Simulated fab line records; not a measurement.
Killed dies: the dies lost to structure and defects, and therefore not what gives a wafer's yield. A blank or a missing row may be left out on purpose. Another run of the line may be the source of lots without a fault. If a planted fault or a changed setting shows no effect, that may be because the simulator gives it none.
Matching of chambers	flow n5Finfet	4 sister chambers for N5_BEOL_M14_ETCH_67 on rieDiel-01
The step etches SiARC in CF4, target depth 143 nm, time 238.3 s. 8 wafers are shown with their chamber, then 6 later ones without.

== WAFERS WITH THEIR CHAMBER ==
wafer	chamber	drypumpMotorCurrentA (A)	showerheadPlenumPTorr (Torr)
L083.2	0	5.8	2.22
L083.4	2	5.1	2.06
L083.6	3	5.8	2.19
L086.1	2	5.1	2.05
L086.3	0	5.8	2.22
L086.5	1	6.1	2.10
L090.1	1	6.1	2.09
L090.5	3	5.7	2.19

== WAFERS MISSING THEIR CHAMBER ==
wafer	drypumpMotorCurrentA (A)	showerheadPlenumPTorr (Torr)
L095.3	5.8	2.19
L095.4	5.1	2.05
L095.6	5.8	2.19
L091.1	5.8	2.21
L091.5	5.7	2.19
L091.6	5.8	2.21

== WHICH CHAMBER EACH ONE RAN IN ==
wafer	from the rows above	in truth
L095.3	3	3
L095.4	2	2
L095.6	3	3
L091.1	0	0
L091.5	3	3
L091.6	0	0
Placed correctly: 6 of 6. Not placeable from these rows: 0. 0 placed wrongly.
How it was worked out, from the rows above alone: a wafer's distance from a chamber is the root of the sum, over the readings, of the square of ((its reading less the chamber's mean) divided by the reading's scatter). The wafer belongs to the nearest chamber; if the next one is less than 2 further off, it can't be placed. The mean given for a chamber averages the wafers shown for that chamber. The scatter: take each reading less its chamber's mean, square it, sum over the shown wafers, divide by the number of wafers less the number of chambers, and take the root.
